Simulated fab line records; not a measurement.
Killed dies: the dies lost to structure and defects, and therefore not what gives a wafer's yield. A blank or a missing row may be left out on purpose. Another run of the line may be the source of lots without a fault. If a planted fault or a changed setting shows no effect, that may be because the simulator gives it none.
Struck lot and sound lot, side by side	flow nandHarc	15 out of 1302 route steps
Sound: wafers L861.2, L861.3, L861.6. Struck: wafers L872.4, L872.5, L872.6. The cause comes at the end.
Per side, at each step with rows, come the tool, then ch with its chambers, and then its first start. Under that, the readings that differ: sound wafers	struck wafers	difference of the means	sigmas: that difference in standard deviations of wafers without a fault.
alike: same words and numbers on both sides, and readings whose means sit less than 2 such deviations apart. not compared: any withheld reading, any reading some wafer has no value for, any bound like >300 that may hide the same value, and any number with overlapping values for which the record gives no deviation.
Wherever a step has rows on one side only, a row that says differs or no value, or a row with sigmas, the two part there. When numbers do not overlap yet have no deviation, they are printed without sigmas and do not part them. Lack of a reading on every wafer of one side parts them only where that side has two or more wafers.

NHARC_A_BONDPAD_OVL_MEAS_35:
  sound on overlay-02 at day 27 17:53; struck on overlay-02 at day 32 06:53
  alike: overlayXNm, overlayYNm
then, 1 step without rows for these wafers: NHARC_A_BONDPAD_HARDBAKE_10 (time 65 s).
NHARC_A_BONDPAD_DESCUM_11: chemistry O2, time 3 s.
  sound on rieDiel-02 ch 0,1,2, day 27 18:01; struck on rieDiel-13 ch 0,3, day 32 07:01
reading	sound	struck	difference	sigmas
oesProductAu (a.u.)	0.994 1.007 0.982	1.017 1.020 1.018	+0.024	+3
  alike: drypumpMotorCurrentA, rfVppV, showerheadPlenumPTorr, throttleValvePct
  not compared: rfHoursCounterH
then, 1 step without rows for these wafers: NHARC_A_BONDPAD_ETCH_34 (etches the open film in N2/H2, target depth 60 nm, overetch 18 nm, time 65.91 s).
NHARC_A_BONDPAD_ETCH_12: etches the open film in CHF3/O2, target depth 220 nm, time 110 s.
  sound: rieDiel-02 ch 0,1; struck: rieDiel-13 ch 0,1,3
  alike: drypumpMotorCurrentA, oesProductAu, rfVppV, showerheadPlenumPTorr, throttleValvePct
  not compared: rfHoursCounterH
NHARC_A_BONDPAD_CD_MEAS_13:
  sound on cdSem-02 at day 27 18:20; struck on cdSem-02 at day 32 07:20
  alike: cdNm
NHARC_A_BONDPAD_STRIP_15: strips in O2.
  sound on rieDiel-02 ch 0,3, day 27 18:24; struck on rieDiel-03 ch 2,3, day 32 07:26
  alike: drypumpMotorCurrentA, oesProductAu, rfVppV, showerheadPlenumPTorr, throttleValvePct
  not compared: rfHoursCounterH
NHARC_A_BONDPAD_ETCH_24: etches the open film in CF4/N2, target depth 30 nm, time 72.99 s.
  sound: rieDiel-02 ch 2,3; struck: rieDiel-03 ch 0,1,2
  alike: drypumpMotorCurrentA, oesProductAu, rfVppV, showerheadPlenumPTorr, throttleValvePct
  not compared: rfHoursCounterH
then, 2 steps without rows for these wafers: NHARC_A_BONDPAD_STRIP_16 (strips in post etch residue remover, time 600 s); NHARC_A_BONDPAD_DEGAS_25 (time 60 s).
NHARC_A_BONDPAD_PRE_CLEAN_26: time 30 s.
  sound on pvdSputter-01; struck on pvdSputter-02
  alike: heaterPowerW
then, 1 step without rows for these wafers: NHARC_A_BONDPAD_PVD_17 (deposits TaN, target thk 5 nm, time 8.06 s).
NHARC_A_BONDPAD_PVD_27: deposits Cu, target thk 30 nm, time 20.49 s.
  sound on pvdSputter-01 at day 27 19:11; struck on pvdSputter-02 at day 32 08:11
  no value came back on the struck wafers for cathodeDcPowerW (W), chamberPressurePa (Pa), throttleValvePct (%); on the sound wafers cathodeDcPowerW (W) reads 5001.5 5000.7 5001.4
then, 1 step without rows for these wafers: NHARC_A_BONDPAD_ECD_18 (material Cu, target thk 400 nm).
NHARC_END_SORT_01:
  sound on prober-01 ch 0, day 29 02:12; struck on prober-02 ch 0, day 33 16:26
reading	sound	struck	difference	sigmas
defectLimitedYield (%)	93 91 94	0 0 0	-93	-30
killedAtArray	45 54 38	670 669 673	+625	+30
killedDies	47 59 40	677 677 677	+628	+30
  alike: killedAtOther, killedAtPeriphery, killedOpen, killedShort

## WHERE THEY PART
Last at NHARC_END_SORT_01 as far as this record goes, first at NHARC_A_BONDPAD_DESCUM_11.

WHY: what the simulator had put in
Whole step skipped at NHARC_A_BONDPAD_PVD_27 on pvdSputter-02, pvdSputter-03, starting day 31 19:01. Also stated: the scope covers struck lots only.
